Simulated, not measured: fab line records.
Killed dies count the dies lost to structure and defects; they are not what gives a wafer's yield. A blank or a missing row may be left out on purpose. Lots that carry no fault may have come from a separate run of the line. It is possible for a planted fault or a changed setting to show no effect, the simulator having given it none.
Matching of chambers | flow n5 finfet | N5_STI_FIN_REVEAL_ETCHBACK_08 on rie diel-06 has 4 sister chambers
The step etches SiO2 in C4F6/O2, target depth 30.5 nm, time 10.167 s. 16 wafers are shown with their chamber, then 8 later ones without.

== WAFERS, EACH WITH ITS CHAMBER ==
wafer  | chamber | showerhead plenum p Torr (Torr) | rf vpp V (V) | throttle valve pct (%)
L084.2 | 2       | 2.80                            | 672          | 21.01
L084.3 | 3       | 2.84                            | 681          | 21.47
L084.6 | 2       | 2.80                            | 671          | 21.01
L085.3 | 1       | 2.90                            | 679          | 21.57
L085.5 | 1       | 2.90                            | 679          | 21.56
L085.6 | 2       | 2.80                            | 670          | 21.00
L089.1 | 0       | 2.80                            | 676          | 21.31
L089.2 | 3       | 2.83                            | 681          | 21.45
L089.6 | 2       | 2.79                            | 671          | 21.02
L090.1 | 2       | 2.79                            | 671          | 21.02
L090.4 | 2       | 2.79                            | 670          | 21.04
L090.5 | 0       | 2.79                            | 677          | 21.29
L093.2 | 2       | 2.79                            | 671          | 21.04
L093.5 | 0       | 2.79                            | 675          | 21.30
L093.6 | 1       | 2.90                            | 678          | 21.23
L094.2 | 1       | 2.90                            | 681          | 21.25

SIGNATURES, as means of the wafers listed above
reading                  | chamber 0 | chamber 1 | chamber 2 | chamber 3 | scatter within a chamber
showerhead plenum p Torr | 2.7933    | 2.9000    | 2.7943    | 2.8350    | 0.0049
rf vpp V                 | 676.00    | 679.25    | 670.86    | 681.00    | 0.895
throttle valve pct       | 21.3000   | 21.4025   | 21.0200   | 21.4600   | 0.0947
Rule: for a wafer and a chamber, the distance is found by dividing, reading by reading, the gap between the wafer's reading and the chamber's mean by the reading's scatter, squaring, summing and taking the root. The wafer belongs to the nearest chamber; if the next one is less than 2 further off, it can't be placed. The scatter: the root of (the sum of the squares of (reading less its chamber's mean) over the shown wafers, divided by (wafers less chambers)).

== WAFERS WITHOUT THEIR CHAMBER ==
wafer  | showerhead plenum p Torr (Torr) | rf vpp V (V) | throttle valve pct (%)
L094.3 | 2.79                            | 672          | 21.06
L094.4 | 2.82                            | 680          | 21.49
L095.3 | 2.79                            | 677          | 21.30
L095.5 | 2.90                            | 679          | 21.25
L095.6 | 2.79                            | 676          | 21.31
L096.3 | 2.82                            | 682          | 21.50
L096.4 | 2.90                            | 680          | 21.25
L096.5 | 2.90                            | 681          | 21.25

== EACH ONE'S CHAMBER ==
wafer  | from the rows above | in truth
L094.3 | 2                   | 2
L094.4 | 3                   | 3
L095.3 | 0                   | 0
L095.5 | 1                   | 1
L095.6 | 0                   | 0
L096.3 | 3                   | 3
L096.4 | 1                   | 1
L096.5 | 1                   | 1
Correct placement for 8 of the 8. From these rows, 0 cannot be placed. Number placed wrongly: 0.
